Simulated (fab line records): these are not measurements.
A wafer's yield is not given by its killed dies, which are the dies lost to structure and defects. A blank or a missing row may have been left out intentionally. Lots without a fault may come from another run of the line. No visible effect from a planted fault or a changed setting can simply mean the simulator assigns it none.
2 desks, one fault | flow n5_finfet | every desk sees just its own numbers, and what lay behind them comes last

## THE TOOL OWNER'S DESK: cvd_co-02
The tool's own readings at N5_BEOL_M4_CVD_47 (deposits Co from CCTBA/H2, target thk 3 nm, time 223.8 s): means of the sampled wafers that have a number, for each lot that ran on this tool. If a lot's mean is further than 4 standard deviations from the usual mean, the lot is out of limits and carries the mark OUT (the distance appears in the brackets).
Columns: A = run_length_s at N5_BEOL_M4_CVD_47, usual 247.0 s
lot  | first seen here | A
L464 | day 7 20:30     | 247.2
L463 | day 7 23:48     | 247.3
L465 | day 8 05:10     | 247.7
L474 | day 10 16:47    | 247.2
L475 | day 11 04:02    | 247.5
L481 | day 12 14:55    | 245.5
L482 | day 12 15:14    | 245.8
L483 | day 12 18:05    | 245.6
This desk's verdict: no lot among the 8 shows anything out of limits.

## METROLOGY DESK
Lot by lot, what the gauges showed, no matter which tool ran the lot: averages of those sampled wafers that carry a number. If a lot's mean is further than 4 standard deviations from the usual mean, the lot is out of limits and carries the mark OUT (the distance appears in the brackets). Shown here are 7 of its 11 readings, the ones lying furthest out on some lot.
Columns: A = DIBL_P at N5_BEOL_M4_RC_MEAS_101, usual 36.4 mV/V; B = IOFF_P at N5_BEOL_M4_RC_MEAS_101, usual 0.21 nA/um; C = ION_N at N5_BEOL_M4_RC_MEAS_101, usual 679 uA/um; D = ION_P at N5_BEOL_M4_RC_MEAS_101, usual 465 uA/um; E = SS_N at N5_BEOL_M4_RC_MEAS_101, usual 71.4 mV/dec; F = SS_P at N5_BEOL_M4_RC_MEAS_101, usual 73.2 mV/dec; G = VT_P at N5_BEOL_M4_RC_MEAS_101, usual -250 mV
lot  | first seen here | A    | B    | C   | D   | E    | F    | G
L464 | day 7 19:46     | 36.1 | 0.22 | 683 | 464 | 71.9 | 73.4 | -250
L463 | day 7 23:11     | 39.2 | 0.22 | 682 | 463 | 72.0 | 74.0 | -252
L465 | day 8 04:38     | 32.7 | 0.15 | 668 | 456 | 71.6 | 72.1 | -255
L469 | day 10 02:04    | 35.4 | 0.23 | 688 | 470 | 71.7 | 73.1 | -247
L471 | day 10 04:03    | 34.7 | 0.19 | 673 | 463 | 71.6 | 72.9 | -253
L474 | day 10 15:52    | 36.5 | 0.19 | 679 | 466 | 70.6 | 72.9 | -252
L475 | day 11 02:49    | 37.4 | 0.26 | 691 | 476 | 71.6 | 73.5 | -247
L481 | day 12 14:29    | 36.7 | 0.17 | 671 | 456 | 71.5 | 72.7 | -254
L482 | day 12 14:41    | 34.6 | 0.20 | 658 | 460 | 71.0 | 72.8 | -248
L483 | day 12 17:26    | 35.4 | 0.23 | 676 | 468 | 71.0 | 73.7 | -249
L486 | day 14 00:14    | 36.2 | 0.21 | 685 | 465 | 71.5 | 74.0 | -250
This desk's verdict: no lot among the 11 shows anything out of limits.

## ALL TOGETHER
The desk of the tool owner found nothing out of limits.
From the metrology desk's view, nothing was out of limits.

## WHAT THE SIMULATOR HAD INSERTED
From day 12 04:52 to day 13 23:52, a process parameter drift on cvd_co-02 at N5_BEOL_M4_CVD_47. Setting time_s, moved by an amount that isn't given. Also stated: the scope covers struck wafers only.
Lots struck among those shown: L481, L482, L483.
